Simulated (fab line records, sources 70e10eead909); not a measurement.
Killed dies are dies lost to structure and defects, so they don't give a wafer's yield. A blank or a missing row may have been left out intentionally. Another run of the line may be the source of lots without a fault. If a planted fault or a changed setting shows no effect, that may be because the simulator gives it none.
fab line records :: flow nand_harc
[record]
  lots = 14
  wafers = 42
  last_day = 32
route steps=1302 shown A_BONDPAD@1229 HYBRID_BOND@1242 THIN_TSV@1250 END@1302
lots with no fault: from the same line, run without faults
start_h: hours from the record's first day to the start of the lot's first wafer shown :: wait_h: hours since the lot's step before :: " the same as in the row above :: L1.1+2: a single row standing in for several wafers :: - no value, or no start was given :: * or withheld: withheld :: < > ~ a bound
route shown NAME@n: NAME is a module with steps in the file, n the number in the route of the first one :: usual: mean/standard deviation of fault-free wafers :: same: alike in all rows :: chamber/n: place in a boat :: sites: per-site readings :: _std_site: how widely they spread, as a standard deviation :: _edge_site: mean of outer sites minus mean of inner sites :: radius_mm: how far each site lies from the wafer's centre :: mask NAME#n: copy n :: behind: the last tool/chamber to shape the wafer :: hold: why the lot was held/for how many hours/how that ended :: device: the n, p or np transistor that did not switch :: end of line: the tests these same wafers got at the end of their route :: a step given without rows: its recipe and nothing more :: killed: not the wafer's yield, but the dies lost to structure and defects at the first sort :: map: the dies of a wafer, with x for killed, . for not killed, _ for no die there
set.NAME: the run value of the setting; set.NAME@STEP: its run value at that earlier step :: model.NAME: the simulator's own value behind a step, which no gauge read
route steps across a sampled set of lots; one table per step, one row per wafer
services: the hour from which a tool's chamber was out of use, counted from the record's first day as start_h (under 0 if before that day), plus the number of hours and why
[[steps]]
[step NHARC_A_BONDPAD_ECD_18]
[recipe]
  target_thk_a = 4000
  bath_temp_c = 25
  material = Cu
lot.wafer: L756.1+4+5
tool: ecd_cu-01
chamber: 0,1,1
start_h: 550.58
wait_h: -

lot.wafer: L755.1+4+5
tool: ecd_cu-01
chamber: 0,0,1
start_h: 555.67
wait_h: -

lot.wafer: L757.2+4+5
tool: ecd_cu-01
chamber: 0,1,0
start_h: 556.27
wait_h: -

lot.wafer: L758.1+2+6
tool: ecd_cu-01
chamber: 1,0,0
start_h: 558.32
wait_h: -

lot.wafer: L759.2+4+5
tool: ecd_cu-01
chamber: 1,0,1
start_h: 586.04
wait_h: -

lot.wafer: L760.2+1+6
tool: ecd_cu-01
chamber: 1,0,0
start_h: 606.81
wait_h: -

lot.wafer: L767.1+2+3
tool: ecd_cu-02
chamber: 1,0,1
start_h: 654.70
wait_h: -

lot.wafer: L770.2+4+5
tool: ecd_cu-02
chamber: 1,0,0
start_h: 685.95
wait_h: -

lot.wafer: L771.2+4+3
tool: ecd_cu-02
chamber: 0,1,0
start_h: 687.28
wait_h: -

lot.wafer: L769.2+4+5
tool: ecd_cu-02
chamber: 1,0,0
start_h: 695.68
wait_h: -

lot.wafer: L775.2+1+6
tool: ecd_cu-02
chamber: 0,1,0
start_h: 729.22
wait_h: -

lot.wafer: L774.1+2+3
tool: ecd_cu-02
chamber: 0,1,1
start_h: 730.51
wait_h: -

lot.wafer: L777.1+3+5
tool: ecd_cu-01
chamber: 0,1,1
start_h: 736.49
wait_h: -

lot.wafer: L776.1+4+6
tool: ecd_cu-01
chamber: 0,1,0
start_h: 743.27
wait_h: -
[step NHARC_A_BONDPAD_ANNEAL_28]
[recipe]
  temp_c = 225
  time_s = 90
[usual]
  wafer_temp_C_max = 226.0/0.33
lot.wafer: L756.1
tool: rtp_anneal-02
chamber: 0
start_h: 550.96
wait_h: -
wafer_temp_C_max: 225.7

lot.wafer: L756.4
tool: rtp_anneal-02
chamber: 0
start_h: 550.96
wait_h: -
wafer_temp_C_max: 225.9

lot.wafer: L756.5
tool: rtp_anneal-02
chamber: 0
start_h: 550.96
wait_h: -
wafer_temp_C_max: 225.6

lot.wafer: L755.1
tool: rtp_anneal-02
chamber: 0
start_h: 556.00
wait_h: 0.3
wafer_temp_C_max: 226.1

lot.wafer: L755.4
tool: rtp_anneal-02
chamber: 0
start_h: 556.00
wait_h: 0.3
wafer_temp_C_max: 225.8

lot.wafer: L755.5
tool: rtp_anneal-02
chamber: 0
start_h: 556.00
wait_h: 0.3
wafer_temp_C_max: 225.6

lot.wafer: L757.2
tool: rtp_anneal-02
chamber: 0
start_h: 556.72
wait_h: -
wafer_temp_C_max: 225.7

lot.wafer: L757.4
tool: rtp_anneal-02
chamber: 0
start_h: 556.72
wait_h: -
wafer_temp_C_max: 225.9

lot.wafer: L757.5
tool: rtp_anneal-02
chamber: 0
start_h: 556.72
wait_h: -
wafer_temp_C_max: 226.5

lot.wafer: L758.1
tool: rtp_anneal-02
chamber: 0
start_h: 558.69
wait_h: 0.3
wafer_temp_C_max: 225.8

lot.wafer: L758.2
tool: rtp_anneal-02
chamber: 0
start_h: 558.69
wait_h: 0.3
wafer_temp_C_max: 225.6

lot.wafer: L758.6
tool: rtp_anneal-02
chamber: 0
start_h: 558.69
wait_h: 0.3
wafer_temp_C_max: 225.7

lot.wafer: L759.2
tool: rtp_anneal-01
chamber: 0
start_h: 586.47
wait_h: 0.4
wafer_temp_C_max: 225.9

lot.wafer: L759.4
tool: rtp_anneal-01
chamber: 0
start_h: 586.47
wait_h: 0.4
wafer_temp_C_max: 226.7

lot.wafer: L759.5
tool: rtp_anneal-01
chamber: 0
start_h: 586.47
wait_h: 0.4
wafer_temp_C_max: 226.1

lot.wafer: L760.1
tool: rtp_anneal-01
chamber: 0
start_h: 607.20
wait_h: 0.3
wafer_temp_C_max: 225.9

lot.wafer: L760.2
tool: rtp_anneal-01
chamber: 0
start_h: 607.20
wait_h: 0.3
wafer_temp_C_max: 226.2

lot.wafer: L760.6
tool: rtp_anneal-01
chamber: 0
start_h: 607.20
wait_h: 0.3
wafer_temp_C_max: 226.0

lot.wafer: L767.1
tool: rtp_anneal-01
chamber: 0
start_h: 655.08
wait_h: -
wafer_temp_C_max: 226.5

lot.wafer: L767.2
tool: rtp_anneal-01
chamber: 0
start_h: 655.08
wait_h: -
wafer_temp_C_max: 226.1

lot.wafer: L767.3
tool: rtp_anneal-01
chamber: 0
start_h: 655.08
wait_h: -
wafer_temp_C_max: 226.4

lot.wafer: L770.2
tool: rtp_anneal-01
chamber: 0
start_h: 686.38
wait_h: -
wafer_temp_C_max: 226.1

lot.wafer: L770.4
tool: rtp_anneal-01
chamber: 0
start_h: 686.38
wait_h: -
wafer_temp_C_max: 226.0

lot.wafer: L770.5
tool: rtp_anneal-01
chamber: 0
start_h: 686.38
wait_h: -
wafer_temp_C_max: 226.2

lot.wafer: L771.2
tool: rtp_anneal-01
chamber: 0
start_h: 687.66
wait_h: 0.3
wafer_temp_C_max: 226.3

lot.wafer: L771.3
tool: rtp_anneal-01
chamber: 0
start_h: 687.66
wait_h: 0.3
wafer_temp_C_max: 226.3

lot.wafer: L771.4
tool: rtp_anneal-01
chamber: 0
start_h: 687.66
wait_h: 0.3
wafer_temp_C_max: 226.4

lot.wafer: L769.2
tool: rtp_anneal-02
chamber: 0
start_h: 696.10
wait_h: -
wafer_temp_C_max: 225.5

lot.wafer: L769.4
tool: rtp_anneal-02
chamber: 0
start_h: 696.10
wait_h: -
wafer_temp_C_max: 225.5

lot.wafer: L769.5
tool: rtp_anneal-02
chamber: 0
start_h: 696.10
wait_h: -
wafer_temp_C_max: 225.8

lot.wafer: L775.1
tool: rtp_anneal-01
chamber: 0
start_h: 729.60
wait_h: 0.3
wafer_temp_C_max: 226.2

lot.wafer: L775.2
tool: rtp_anneal-01
chamber: 0
start_h: 729.60
wait_h: 0.3
wafer_temp_C_max: 226.1

lot.wafer: L775.6
tool: rtp_anneal-01
chamber: 0
start_h: 729.60
wait_h: 0.3
wafer_temp_C_max: 226.3

lot.wafer: L774.1
tool: rtp_anneal-02
chamber: 0
start_h: 730.88
wait_h: -
wafer_temp_C_max: 225.8

lot.wafer: L774.2
tool: rtp_anneal-02
chamber: 0
start_h: 730.88
wait_h: -
wafer_temp_C_max: 225.5

lot.wafer: L774.3
tool: rtp_anneal-02
chamber: 0
start_h: 730.88
wait_h: -
wafer_temp_C_max: 225.7

lot.wafer: L777.1
tool: rtp_anneal-02
chamber: 0
start_h: 736.86
wait_h: -
wafer_temp_C_max: 226.0

lot.wafer: L777.3
tool: rtp_anneal-02
chamber: 0
start_h: 736.86
wait_h: -
wafer_temp_C_max: 225.6

lot.wafer: L777.5
tool: rtp_anneal-02
chamber: 0
start_h: 736.86
wait_h: -
wafer_temp_C_max: 226.1

lot.wafer: L776.1
tool: rtp_anneal-02
chamber: 0
start_h: 743.59
wait_h: -
wafer_temp_C_max: 226.0

lot.wafer: L776.4
tool: rtp_anneal-02
chamber: 0
start_h: 743.59
wait_h: -
wafer_temp_C_max: 225.9

lot.wafer: L776.6
tool: rtp_anneal-02
chamber: 0
start_h: 743.59
wait_h: -
wafer_temp_C_max: 225.5
[step NHARC_HYBRID_BOND_OVL_MEAS_05]
[usual]
  overlay_x_nm = 1/32
  overlay_y_nm = -1/34
lot.wafer: L756.1
tool: overlay-01
chamber: -
start_h: 561.76
wait_h: 0.4
overlay_x_nm: 12
overlay_y_nm: -10

lot.wafer: L756.4
tool: overlay-01
chamber: -
start_h: 561.76
wait_h: 0.4
overlay_x_nm: -16
overlay_y_nm: -38

lot.wafer: L756.5
tool: overlay-01
chamber: -
start_h: 561.76
wait_h: 0.4
overlay_x_nm: -72
overlay_y_nm: -24

lot.wafer: L755.1
tool: overlay-02
chamber: -
start_h: 566.12
wait_h: 0.4
overlay_x_nm: 9
overlay_y_nm: -5

lot.wafer: L755.4
tool: overlay-02
chamber: -
start_h: 566.12
wait_h: 0.4
overlay_x_nm: 35
overlay_y_nm: 4

lot.wafer: L755.5
tool: overlay-02
chamber: -
start_h: 566.12
wait_h: 0.4
overlay_x_nm: 16
overlay_y_nm: -7

lot.wafer: L758.1
tool: overlay-01
chamber: -
start_h: 566.12
wait_h: 0.4
overlay_x_nm: 28
overlay_y_nm: -14

lot.wafer: L758.2
tool: overlay-01
chamber: -
start_h: 566.12
wait_h: 0.4
overlay_x_nm: -30
overlay_y_nm: 0

lot.wafer: L758.6
tool: overlay-01
chamber: -
start_h: 566.12
wait_h: 0.4
overlay_x_nm: -7
overlay_y_nm: -56

lot.wafer: L757.2
tool: overlay-02
chamber: -
start_h: 566.13
wait_h: 0.4
overlay_x_nm: 2
overlay_y_nm: 46

lot.wafer: L757.4
tool: overlay-02
chamber: -
start_h: 566.13
wait_h: 0.4
overlay_x_nm: 44
overlay_y_nm: 9

lot.wafer: L757.5
tool: overlay-02
chamber: -
start_h: 566.13
wait_h: 0.4
overlay_x_nm: -14
overlay_y_nm: 39

lot.wafer: L759.2
tool: overlay-01
chamber: -
start_h: 596.77
wait_h: 0.4
overlay_x_nm: -12
overlay_y_nm: -2

lot.wafer: L759.5
tool: overlay-01
chamber: -
start_h: 596.77
wait_h: 0.4
overlay_x_nm: -5
overlay_y_nm: 6

lot.wafer: L760.2
tool: overlay-01
chamber: -
start_h: 620.43
wait_h: 0.4
overlay_x_nm: 53
overlay_y_nm: -54

lot.wafer: L767.1
tool: overlay-01
chamber: -
start_h: 665.42
wait_h: 0.4
overlay_x_nm: -23
overlay_y_nm: -48

lot.wafer: L767.2
tool: overlay-01
chamber: -
start_h: 665.42
wait_h: 0.4
overlay_x_nm: 33
overlay_y_nm: -12

lot.wafer: L767.3
tool: overlay-01
chamber: -
start_h: 665.42
wait_h: 0.4
overlay_x_nm: -23
overlay_y_nm: -45

lot.wafer: L770.2
tool: overlay-02
chamber: -
start_h: 697.09
wait_h: 0.4
overlay_x_nm: -53
overlay_y_nm: 49

lot.wafer: L770.4
tool: overlay-02
chamber: -
start_h: 697.09
wait_h: 0.4
overlay_x_nm: -26
overlay_y_nm: -70

lot.wafer: L770.5
tool: overlay-02
chamber: -
start_h: 697.09
wait_h: 0.4
overlay_x_nm: 91
overlay_y_nm: 71

lot.wafer: L771.2
tool: overlay-01
chamber: -
start_h: 697.09
wait_h: 0.4
overlay_x_nm: 45
overlay_y_nm: 12

lot.wafer: L771.3
tool: overlay-01
chamber: -
start_h: 697.09
wait_h: 0.4
overlay_x_nm: -18
overlay_y_nm: -5

lot.wafer: L771.4
tool: overlay-01
chamber: -
start_h: 697.09
wait_h: 0.4
overlay_x_nm: -56
overlay_y_nm: 28

lot.wafer: L769.2
tool: overlay-01
chamber: -
start_h: 706.43
wait_h: 0.4
overlay_x_nm: -23
overlay_y_nm: 24

lot.wafer: L769.4
tool: overlay-01
chamber: -
start_h: 706.43
wait_h: 0.4
overlay_x_nm: 53
overlay_y_nm: -24

lot.wafer: L769.5
tool: overlay-01
chamber: -
start_h: 706.43
wait_h: 0.4
overlay_x_nm: -11
overlay_y_nm: -8

lot.wafer: L775.1
tool: overlay-02
chamber: -
start_h: 740.27
wait_h: 0.4
overlay_x_nm: -54
overlay_y_nm: -4

lot.wafer: L775.2
tool: overlay-02
chamber: -
start_h: 740.27
wait_h: 0.4
overlay_x_nm: 8
overlay_y_nm: -34

lot.wafer: L775.6
tool: overlay-02
chamber: -
start_h: 740.27
wait_h: 0.4
overlay_x_nm: 20
overlay_y_nm: -9

lot.wafer: L774.1
tool: overlay-01
chamber: -
start_h: 740.29
wait_h: 0.4
overlay_x_nm: 10
overlay_y_nm: -14

lot.wafer: L774.2
tool: overlay-01
chamber: -
start_h: 740.29
wait_h: 0.4
overlay_x_nm: -55
overlay_y_nm: -10

lot.wafer: L774.3
tool: overlay-01
chamber: -
start_h: 740.29
wait_h: 0.4
overlay_x_nm: -44
overlay_y_nm: 29

lot.wafer: L777.1
tool: overlay-02
chamber: -
start_h: 753.78
wait_h: 0.4
overlay_x_nm: -10
overlay_y_nm: 18

lot.wafer: L777.3
tool: overlay-02
chamber: -
start_h: 753.78
wait_h: 0.4
overlay_x_nm: 47
overlay_y_nm: 55

lot.wafer: L777.5
tool: overlay-02
chamber: -
start_h: 753.78
wait_h: 0.4
overlay_x_nm: 17
overlay_y_nm: 1

lot.wafer: L776.1
tool: overlay-02
chamber: -
start_h: 753.79
wait_h: 0.4
overlay_x_nm: 7
overlay_y_nm: 29

lot.wafer: L776.4
tool: overlay-02
chamber: -
start_h: 753.79
wait_h: 0.4
overlay_x_nm: 21
overlay_y_nm: 4

lot.wafer: L776.6
tool: overlay-02
chamber: -
start_h: 753.79
wait_h: 0.4
overlay_x_nm: 20
overlay_y_nm: -54
[step NHARC_THIN_TSV_DEP_43]
[recipe]
  target_thk_a = 13285
  temp_c = withheld
  pressure_torr = 6.5
  rf_w = 900
  teos_flow_sccm = 161.4
  flow_sccm = 2650
  target_thk_nm = 1328.5
  gas = O2
  material = SiO2
[usual]
  showerhead_vpp_V = 1832/62
  throttle_valve_pct = 16.2/0.52
lot.wafer: L756.1
tool: pecvd-01
chamber: 0
start_h: 563.81
wait_h: -
showerhead_vpp_V: 1901
since_wet_clean_h: 59
throttle_valve_pct: 16.2

lot.wafer: L756.5
tool: pecvd-01
chamber: 1
start_h: 563.81
wait_h: -
showerhead_vpp_V: 1873
since_wet_clean_h: -
throttle_valve_pct: 15.8

lot.wafer: L756.4
tool: pecvd-01
chamber: 0
start_h: 563.81
wait_h: -
showerhead_vpp_V: 1942
since_wet_clean_h: -
throttle_valve_pct: 16.2

lot.wafer: L755.1
tool: pecvd-01
chamber: 0
start_h: 568.05
wait_h: -
showerhead_vpp_V: 1931
since_wet_clean_h: 63
throttle_valve_pct: 16.0

lot.wafer: L755.5
tool: pecvd-01
chamber: 0
start_h: 568.05
wait_h: -
showerhead_vpp_V: 1921
since_wet_clean_h: -
throttle_valve_pct: 16.0

lot.wafer: L755.4
tool: pecvd-01
chamber: 2
start_h: 568.05
wait_h: -
showerhead_vpp_V: 1735
since_wet_clean_h: -
throttle_valve_pct: 16.9

lot.wafer: L758.2
tool: pecvd-04
chamber: 1
start_h: 569.22
wait_h: -
showerhead_vpp_V: 1894
since_wet_clean_h: 106
throttle_valve_pct: 16.7

lot.wafer: L758.1
tool: pecvd-04
chamber: 0
start_h: 569.22
wait_h: -
showerhead_vpp_V: 1782
since_wet_clean_h: 106
throttle_valve_pct: 16.2

lot.wafer: L758.6
tool: pecvd-04
chamber: 2
start_h: 569.22
wait_h: -
showerhead_vpp_V: 1855
since_wet_clean_h: -
throttle_valve_pct: 15.9

lot.wafer: L757.2
tool: pecvd-04
chamber: 1
start_h: 570.46
wait_h: -
showerhead_vpp_V: 1903
since_wet_clean_h: 107
throttle_valve_pct: 16.4

lot.wafer: L757.5
tool: pecvd-04
chamber: 0
start_h: 570.46
wait_h: -
showerhead_vpp_V: 1779
since_wet_clean_h: -
throttle_valve_pct: 16.1

lot.wafer: L757.4
tool: pecvd-04
chamber: 2
start_h: 570.46
wait_h: -
showerhead_vpp_V: 1841
since_wet_clean_h: -
throttle_valve_pct: 15.9

lot.wafer: L759.2
tool: pecvd-01
chamber: 1
start_h: 598.75
wait_h: -
showerhead_vpp_V: 1816
since_wet_clean_h: 94
throttle_valve_pct: 15.8

lot.wafer: L759.5
tool: pecvd-01
chamber: 1
start_h: 598.75
wait_h: -
showerhead_vpp_V: 1841
since_wet_clean_h: -
throttle_valve_pct: 16.0

lot.wafer: L760.2
tool: pecvd-02
chamber: 2
start_h: 623.58
wait_h: -
showerhead_vpp_V: 1804
since_wet_clean_h: 21
throttle_valve_pct: 16.5

lot.wafer: L767.2
tool: pecvd-02
chamber: 0
start_h: 667.32
wait_h: -
showerhead_vpp_V: 1823
since_wet_clean_h: 65
throttle_valve_pct: 16.9

lot.wafer: L767.3
tool: pecvd-02
chamber: 1
start_h: 667.32
wait_h: -
showerhead_vpp_V: 1753
since_wet_clean_h: 65
throttle_valve_pct: 15.2

lot.wafer: L767.1
tool: pecvd-02
chamber: 2
start_h: 667.32
wait_h: -
showerhead_vpp_V: 1777
since_wet_clean_h: 65
throttle_valve_pct: 16.6

lot.wafer: L770.2
tool: pecvd-01
chamber: 0
start_h: 699.03
wait_h: -
showerhead_vpp_V: 1926
since_wet_clean_h: 13
throttle_valve_pct: 15.9

lot.wafer: L770.4
tool: pecvd-01
chamber: 2
start_h: 699.03
wait_h: -
showerhead_vpp_V: 1748
since_wet_clean_h: -
throttle_valve_pct: 16.5

lot.wafer: L770.5
tool: pecvd-01
chamber: 0
start_h: 699.03
wait_h: -
showerhead_vpp_V: 1928
since_wet_clean_h: -
throttle_valve_pct: 16.0

lot.wafer: L771.3
tool: pecvd-02
chamber: 1
start_h: 700.18
wait_h: -
showerhead_vpp_V: 1745
since_wet_clean_h: 98
throttle_valve_pct: 15.1

lot.wafer: L771.2
tool: pecvd-02
chamber: 0
start_h: 700.18
wait_h: -
showerhead_vpp_V: 1830
since_wet_clean_h: 98
throttle_valve_pct: 16.6

lot.wafer: L771.4
tool: pecvd-02
chamber: 0
start_h: 700.18
wait_h: -
showerhead_vpp_V: 1812
since_wet_clean_h: -
throttle_valve_pct: 16.6

lot.wafer: L769.2
tool: pecvd-04
chamber: 0
start_h: 708.44
wait_h: -
showerhead_vpp_V: 1820
since_wet_clean_h: 64
throttle_valve_pct: 16.5

lot.wafer: L769.4
tool: pecvd-04
chamber: 1
start_h: 708.44
wait_h: -
showerhead_vpp_V: 1874
since_wet_clean_h: -
throttle_valve_pct: 16.5

lot.wafer: L769.5
tool: pecvd-04
chamber: 0
start_h: 708.44
wait_h: -
showerhead_vpp_V: 1798
since_wet_clean_h: -
throttle_valve_pct: 16.7

lot.wafer: L775.1
tool: pecvd-04
chamber: 2
start_h: 745.79
wait_h: -
showerhead_vpp_V: 1880
since_wet_clean_h: 102
throttle_valve_pct: 16.0

lot.wafer: L775.2
tool: pecvd-04
chamber: 0
start_h: 745.79
wait_h: -
showerhead_vpp_V: 1829
since_wet_clean_h: 102
throttle_valve_pct: 17.2

lot.wafer: L775.6
tool: pecvd-04
chamber: 2
start_h: 745.79
wait_h: -
showerhead_vpp_V: 1849
since_wet_clean_h: -
throttle_valve_pct: 16.1

lot.wafer: L774.3
tool: pecvd-01
chamber: 2
start_h: 746.94
wait_h: -
showerhead_vpp_V: 1762
since_wet_clean_h: 61
throttle_valve_pct: 16.8

lot.wafer: L774.1
tool: pecvd-01
chamber: 0
start_h: 746.94
wait_h: -
showerhead_vpp_V: 1936
since_wet_clean_h: 61
throttle_valve_pct: 15.9

lot.wafer: L774.2
tool: pecvd-01
chamber: 1
start_h: 746.94
wait_h: -
showerhead_vpp_V: 1823
since_wet_clean_h: 61
throttle_valve_pct: 15.8

lot.wafer: L777.1
tool: pecvd-02
chamber: 0
start_h: 755.69
wait_h: -
showerhead_vpp_V: 1849
since_wet_clean_h: 153
throttle_valve_pct: 16.8

lot.wafer: L777.3
tool: pecvd-02
chamber: 2
start_h: 755.69
wait_h: -
showerhead_vpp_V: 1796
since_wet_clean_h: 154
throttle_valve_pct: 16.9

lot.wafer: L777.5
tool: pecvd-02
chamber: 0
start_h: 755.69
wait_h: -
showerhead_vpp_V: 1837
since_wet_clean_h: -
throttle_valve_pct: 16.6

lot.wafer: L776.1
tool: pecvd-01
chamber: 1
start_h: 756.95
wait_h: -
showerhead_vpp_V: 1806
since_wet_clean_h: 71
throttle_valve_pct: 16.1

lot.wafer: L776.6
tool: pecvd-01
chamber: 0
start_h: 756.95
wait_h: -
showerhead_vpp_V: 1937
since_wet_clean_h: -
throttle_valve_pct: 15.8

lot.wafer: L776.4
tool: pecvd-01
chamber: 2
start_h: 756.95
wait_h: -
showerhead_vpp_V: 1773
since_wet_clean_h: -
throttle_valve_pct: 16.5
[step NHARC_END_SORT_01]
[recipe]
  temp_c = 25
[usual]
  defect_limited_yield = 91.0/2.8
  killed_at_array = 56/19
  killed_at_other = 0.6/1
  killed_at_periphery = 3.9/2.7
  killed_dies = 61/19
  killed_open = 3.3/1.9
  killed_short = 2.4/1.7
[same]
  gross_dies = 677
lot.wafer: L759.2
tool: prober-02
chamber: 0
start_h: 615.41
wait_h: 2.8
defect_limited_yield[%]: 88.3
killed_at_array: 72
killed_at_other: 0
killed_at_periphery: 7
killed_dies: 79
killed_open: 2
killed_short: 3

lot.wafer: L759.4
tool: prober-02
chamber: 0
start_h: 617.05
wait_h: 3.4
defect_limited_yield[%]: 0
killed_at_array: 669
killed_at_other: 1
killed_at_periphery: 7
killed_dies: 677
killed_open: 9
killed_short: 1

lot.wafer: L759.5
tool: prober-02
chamber: 0
start_h: 617.87
wait_h: 3.8
defect_limited_yield[%]: 89.5
killed_at_array: 63
killed_at_other: 2
killed_at_periphery: 6
killed_dies: 71
killed_open: 9
killed_short: 5

lot.wafer: L760.1
tool: prober-02
chamber: 0
start_h: 645.79
wait_h: 2.5
defect_limited_yield[%]: 0
killed_at_array: 676
killed_at_other: 0
killed_at_periphery: 1
killed_dies: 677
killed_open: 2
killed_short: 4

lot.wafer: L760.2
tool: prober-02
chamber: 0
start_h: 646.59
wait_h: 2.8
defect_limited_yield[%]: 90.5
killed_at_array: 62
killed_at_other: 0
killed_at_periphery: 2
killed_dies: 64
killed_open: 4
killed_short: 3

lot.wafer: L760.6
tool: prober-02
chamber: 0
start_h: 649.81
wait_h: 4.0
defect_limited_yield[%]: 0
killed_at_array: 677
killed_at_other: 0
killed_at_periphery: 0
killed_dies: 677
killed_open: 2
killed_short: 4
// killed by level:class
L759.2 A_SLIT:chamber_film_flake=35 A_CHANNEL_HOLE_D2:chamber_film_flake=10 A_STAIRCASE:chamber_film_flake=10 A_CHANNEL_HOLE_D1:chamber_film_flake=4 P_STI:chamber_film_flake=3 A_CONTACT:chamber_film_flake=3 P_ZERO_WELL:chamber_film_flake=2 P_M2:chamber_film_flake=2
L759.4 A_BONDPAD:area_ecd=613 A_SLIT:chamber_film_flake=27 A_CONTACT:chamber_film_flake=7 A_CHANNEL_HOLE_D2:chamber_film_flake=5 P_ZERO_WELL:chamber_film_flake=4 A_STAIRCASE:chamber_film_flake=4 P_CONTACT:geometric_particle:open=2 A_SGD_CUT:geometric_particle:open=2
L759.5 A_SLIT:chamber_film_flake=24 A_CHANNEL_HOLE_D2:chamber_film_flake=10 A_STAIRCASE:chamber_film_flake=7 A_CHANNEL_HOLE_D1:chamber_film_flake=5 A_WL_FILL:geometric_particle:short=4 A_M0:geometric_particle:open=4 A_WL_FILL:chamber_film_flake=3 A_CONTACT:chamber_film_flake=2
L760.1 A_BONDPAD:area_ecd=625 A_SLIT:chamber_film_flake=24 A_CHANNEL_HOLE_D2:chamber_film_flake=13 A_STAIRCASE:chamber_film_flake=5 A_CHANNEL_HOLE_D1:chamber_film_flake=2 A_CONTACT:chamber_film_flake=2 P_STI:geometric_particle:short=1 A_ONON_D2:geometric_particle:short=1
L760.2 A_SLIT:chamber_film_flake=39 A_CHANNEL_HOLE_D2:chamber_film_flake=9 A_ONON_D2:geometric_particle:open=3 A_CONTACT:chamber_film_flake=3 A_SOURCE_PLATE:geometric_particle:short=1 A_CHANNEL_HOLE_D1:geometric_particle:open=1 A_ONON_D2:geometric_particle:short=1 A_CHANNEL_FILL_D2:geometric_particle:short=1
L760.6 A_BONDPAD:area_ecd=613 A_SLIT:chamber_film_flake=34 A_CHANNEL_HOLE_D2:chamber_film_flake=12 A_CHANNEL_HOLE_D1:chamber_film_flake=6 A_CONTACT:chamber_film_flake=5 A_M0:geometric_particle:open=2 A_SOURCE_PLATE:geometric_particle:short=1 A_ONON_D1:geometric_particle:short=1
[[services]]
tool: ecd_cu-02
chamber: -
start_h: 555.05
hours: 5.0
kind: repair

tool: pecvd-01
chamber: 0
start_h: 580.86
hours: 3.9
kind: repair

tool: pecvd-02
chamber: 2
start_h: 585.28
hours: 3.6
kind: repair

tool: pecvd-02
chamber: -
start_h: 589.30
hours: 13.0
kind: pm

tool: pecvd-02
chamber: 0
start_h: 589.30
hours: 13.0
kind: vent_cycle

tool: pecvd-02
chamber: 1
start_h: 589.30
hours: 13.0
kind: vent_cycle

tool: ecd_cu-02
chamber: -
start_h: 596.28
hours: 8.0
kind: pm

tool: pecvd-01
chamber: 2
start_h: 597.73
hours: 6.6
kind: repair

tool: pecvd-04
chamber: -
start_h: 631.04
hours: 13.0
kind: pm

tool: pecvd-04
chamber: 0
start_h: 631.04
hours: 13.0
kind: vent_cycle

tool: pecvd-04
chamber: 1
start_h: 631.04
hours: 13.0
kind: vent_cycle

tool: pecvd-04
chamber: 2
start_h: 631.04
hours: 13.0
kind: vent_cycle

tool: pecvd-04
chamber: 0
start_h: 644.04
hours: -
kind: clean

tool: pecvd-04
chamber: 1
start_h: 644.04
hours: -
kind: clean

tool: pecvd-04
chamber: 2
start_h: 644.04
hours: -
kind: clean

tool: pecvd-01
chamber: -
start_h: 673.25
hours: 13.0
kind: pm

tool: pecvd-01
chamber: 0
start_h: 673.25
hours: 13.0
kind: vent_cycle

tool: pecvd-01
chamber: 1
start_h: 673.25
hours: 13.0
kind: vent_cycle

tool: pecvd-01
chamber: 2
start_h: 673.25
hours: 13.0
kind: vent_cycle

tool: pecvd-01
chamber: 0
start_h: 686.25
hours: -
kind: clean

tool: pecvd-01
chamber: 1
start_h: 686.25
hours: -
kind: clean

tool: pecvd-01
chamber: 2
start_h: 686.25
hours: -
kind: clean

tool: ecd_cu-01
chamber: -
start_h: 688.22
hours: 8.0
kind: pm

tool: rtp_anneal-02
chamber: -
start_h: 744.22
hours: 12.0
kind: pm
[[key]]
[first_sign]
  step = NHARC_END_SORT_01
  reading = defect_limited_yield
  direction = down
  sigmas = 33
  usual = 91.0
  struck = 0
[effect]
  step = NHARC_END_SORT_01
  reading = killed_dies
  direction = up
  sigmas = 33
  usual = 61
  struck = 677
[more_kills_born_at]
  NHARC_A_BONDPAD_ECD_18@ecd_cu-01 = 1851
met_at NHARC_A_BONDPAD_ECD_18
struck_lots L759,L760
struck_wafers L759.4,L760.1,L760.6
later_rows_left_out L759.4,L760.1,L760.6
not_acting_at NHARC_A_BONDPAD_ANNEAL_28,NHARC_HYBRID_BOND_OVL_MEAS_05,NHARC_THIN_TSV_DEP_43
onset_between 558.32 586.04
[fault]
  kind = process_parameter_drift
  tool = ecd_cu-01
  chamber = 0
  onset_h = 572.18
  steps = NHARC_A_BONDPAD_ECD_18
  channel = target_thk_a
  offset = *
  shape = step
  end_h = 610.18
  acts_in = *
  stated = *
// later_rows_left_out: the simulator's readings of these wafers behind a module that went badly wrong aren't trusted and aren't shown, but for the sort
